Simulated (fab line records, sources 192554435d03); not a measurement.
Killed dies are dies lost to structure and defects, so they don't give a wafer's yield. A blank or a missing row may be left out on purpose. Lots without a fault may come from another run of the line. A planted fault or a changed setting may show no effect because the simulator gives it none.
A struck lot beside a sound one | flow n5_finfet | 26 steps out of a route of 1938
Sound: wafers L948.3, L948.4, L948.6. Struck: wafers L953.1, L953.3, L953.5. The cause comes at the end.
At each step with rows: each side's tool, then ch and its chambers, then its first start. Under that, the readings that differ: sound wafers | struck wafers | difference of the means | sigmas: that difference in standard deviations of wafers without a fault.
alike: readings whose means differ by less than 2 such deviations, and words and numbers that are the same on both sides. not compared: withheld readings, readings that some wafer has no value for, bounds like >300 that may hide the same value, and numbers for which the record gives no deviation and whose values overlap.
The two part at a step that has a row with sigmas, a row that says differs or no value, or rows on one side only. Numbers that don't overlap but have no deviation are shown without sigmas and don't part them. A reading that every wafer of one side lacks parts them only if that side has two wafers or more.

first, 8 steps without rows for these wafers: N5_BEOL_M6_DEVELOP_10 (develop time 30 s); N5_BEOL_M6_DESCUM_16 (chemistry O2, time 7.9 s); N5_BEOL_M6_ETCH_61 (etches SiARC in CF4, target depth 45.5 nm, time 75.8 s); N5_BEOL_M6_ETCH_62 (etches SOC in N2/H2, target depth 110 nm, overetch 22 nm, time 165 s); N5_BEOL_M6_STRIP_68 (strips in N2/H2); N5_BEOL_M6_STRIP_67 (strips in CF4); N5_BEOL_M6_HM_OPEN_17 (chemistry Cl2/BCl3, target TiN, target depth 20 nm, overetch 6 nm); N5_BEOL_M6_STRIP_19 (strips in O2).
N5_BEOL_M6_COAT_63: time 60 s, resist thk 60 nm.
  sound on litho_track-03 ch 0, day 11 04:47; struck on litho_track-03 ch 0, day 12 20:40
  reading                                  | sound                | struck               | difference | sigmas
  spin_speed_rpm (rpm)                     | 1499.7 1501.3 1498.4 | 1396.0 1394.5 1394.1 | -104.9     | -99 or more
  model.SOC_of_BEOL_M6_COAT_63.thk_nm (nm) | 59.8 59.8 59.8       | 62.2 62.2 62.4       | +2.5       |
  alike: exhaust_pa
then, 11 steps without rows for these wafers: N5_BEOL_M6_COAT_64 (time 60 s, resist thk 12 nm); N5_BEOL_M6_COAT_71 (time 60 s, resist thk 5 nm); N5_BEOL_M6_COAT_22 (resist thk 30 nm); N5_BEOL_M6_EBR_24; N5_BEOL_M6_SOFTBAKE_23 (time 60 s); N5_BEOL_M6_EXPOSE_25 (exposes mask V5, target cd 40 nm); N5_BEOL_M6_PEB_26 (peb time 60 s); N5_BEOL_M6_DEVELOP_27 (develop time 30 s); N5_BEOL_M6_DESCUM_33 (chemistry O2, time 7 s); N5_BEOL_M6_ETCH_72 (etches underlayer in N2/H2, target depth 6.5 nm, time 5.2 s); N5_BEOL_M6_ETCH_65 (etches SiARC in CF4, target depth 15.6 nm, time 26 s).
N5_BEOL_M6_ETCH_66: etches SOC in N2/H2, target depth 80 nm, overetch 16 nm, time 120 s.
  sound on rie_diel-04 ch 0,1,2, day 11 05:23; struck on rie_diel-04 ch 0,1, day 12 21:39
  reading                  | sound             | struck            | difference | sigmas
  oes_product_au (a.u.)    | 0.65 0.53 0.61    | 0.64 0.78 0.78    | +0.14      | +2
  model.etch.depth_nm (nm) | 59.79 59.75 59.73 | 62.17 62.21 62.33 | +2.48      |
  alike: drypump_motor_current_A, rf_vpp_V, showerhead_plenum_p_Torr, temp_c, throttle_valve_pct
  not compared: rf_hours_counter_h
then, 2 steps without rows for these wafers: N5_BEOL_M6_STRIP_69 (strips in N2/H2); N5_BEOL_M6_STRIP_73 (strips in N2/H2).
N5_BEOL_M6_VIA_ETCH_34: etches SiCOH lowk in C4F6/O2, target depth 126.3 nm, time 50.9 s.
  sound on rie_diel-04 ch 0,1,2, day 11 05:29; struck on rie_diel-04 ch 0,1, day 12 21:45
  reading                                  | sound          | struck         | difference | sigmas
  model.SOC_of_BEOL_M6_COAT_63.thk_nm (nm) | 53.6 53.8 53.6 | 56.2 56.4 56.4 | +2.7       |
  alike: drypump_motor_current_A, oes_product_au, rf_vpp_V, showerhead_plenum_p_Torr, throttle_valve_pct
  not compared: rf_hours_counter_h
then, 1 step without rows for these wafers: N5_BEOL_M6_STRIP_76 (strips in C4F6/O2).
-- the record jumps here: 3 days lie between the struck wafers' starts before and after (it left off in module BEOL_M6 and takes up again in module PASSIVATION, whose first step shown is number 1936 of the route) --
N5_PASSIVATION_PROBE_49:
  the record has rows for the struck wafers here (prober-01, day 16 03:11) and none for the sound ones

WHERE THEY PART
First at N5_BEOL_M6_COAT_63; last, within this record, at N5_PASSIVATION_PROBE_49.

WHY: what the simulator had put in
Process parameter drift: litho_track-03, from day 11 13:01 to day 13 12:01, at N5_BEOL_M6_COAT_63. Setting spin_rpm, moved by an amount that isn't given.
